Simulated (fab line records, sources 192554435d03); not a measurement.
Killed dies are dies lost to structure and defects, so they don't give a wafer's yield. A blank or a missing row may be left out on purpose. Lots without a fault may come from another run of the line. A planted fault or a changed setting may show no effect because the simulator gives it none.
One fault seen from 2 desks | flow n5_finfet | each desk has only its own numbers; what lay behind them comes last

THE METROLOGY DESK
What the gauges read, lot by lot, whatever tool the lot ran on: means of the sampled wafers that have a number. A lot is out of limits, marked OUT, if its mean lies more than 4 standard deviations from the usual mean; the brackets give that distance. Of its 12 readings 7 are shown: those that lie furthest out on some lot.
Columns: A = cd_nm at N5_BEOL_M1_CD_MEAS_35, usual 18.0 nm; B = DIBL_N at N5_BEOL_M4_RC_MEAS_101, usual 36.0 mV/V; C = DIBL_P at N5_BEOL_M4_RC_MEAS_101, usual 36.0 mV/V; D = IOFF_P at N5_BEOL_M4_RC_MEAS_101, usual 0.21 nA/um; E = ION_N at N5_BEOL_M4_RC_MEAS_101, usual 673 uA/um; F = ION_P at N5_BEOL_M4_RC_MEAS_101, usual 463 uA/um; G = VT_P at N5_BEOL_M4_RC_MEAS_101, usual -250 mV
lot  | first seen here | A    | B    | C    | D    | E   | F   | G
L786 | day 7 01:39     | 17.7 | 36.2 | 35.5 | 0.17 | 670 | 455 | -254
L793 | day 9 01:40     | 18.4 | 33.9 | 34.4 | 0.21 | 667 | 463 | -248
L796 | day 9 13:42     | 18.4 | 35.4 | 36.8 | 0.27 | 687 | 482 | -242
L798 | day 10 04:50    | 17.7 | 36.0 | 36.8 | 0.19 | 680 | 460 | -253
L799 | day 10 09:32    | 18.2 | 38.2 | 39.8 | 0.26 | 676 | 466 | -246
L800 | day 10 13:36    | 18.4 | 36.8 | 36.6 | 0.23 | 694 | 475 | -247
L805 | day 11 17:39    | 17.8 | 35.7 | 36.0 | 0.18 | 677 | 462 | -254
This desk's finding: nothing out of limits on any of the 7 lots.

THE TOOL OWNER'S DESK: pvd_sputter-02
The tool's own readings at N5_BEOL_M1_HM_DEP_02 (deposits TiN, target thk 20 nm): means of the sampled wafers that have a number, for each lot that ran on this tool. A lot is out of limits, marked OUT, if its mean lies more than 4 standard deviations from the usual mean; the brackets give that distance.
Columns: A = chamber_pressure_pa at N5_BEOL_M1_HM_DEP_02, usual 0.5000 Pa; B = substrate_temp_c at N5_BEOL_M1_HM_DEP_02, usual 25.01 C; C = throttle_valve_pct at N5_BEOL_M1_HM_DEP_02, usual 29.7 %
lot  | first seen here | A      | B     | C
L786 | day 6 21:52     | 0.5005 | 24.86 | 29.4
L793 | day 8 21:22     | 0.5002 | 25.07 | 29.0
L796 | day 9 10:22     | 0.4998 | 24.98 | 29.4
L799 | day 10 04:00    | 0.5001 | 25.02 | 29.2
L800 | day 10 09:19    | 0.4989 | 24.92 | 29.1
This desk's finding: nothing out of limits on any of the 5 lots.

PUT TOGETHER
The metrology desk saw nothing out of limits.
The tool owner's desk saw nothing out of limits.

WHAT THE SIMULATOR HAD PUT IN
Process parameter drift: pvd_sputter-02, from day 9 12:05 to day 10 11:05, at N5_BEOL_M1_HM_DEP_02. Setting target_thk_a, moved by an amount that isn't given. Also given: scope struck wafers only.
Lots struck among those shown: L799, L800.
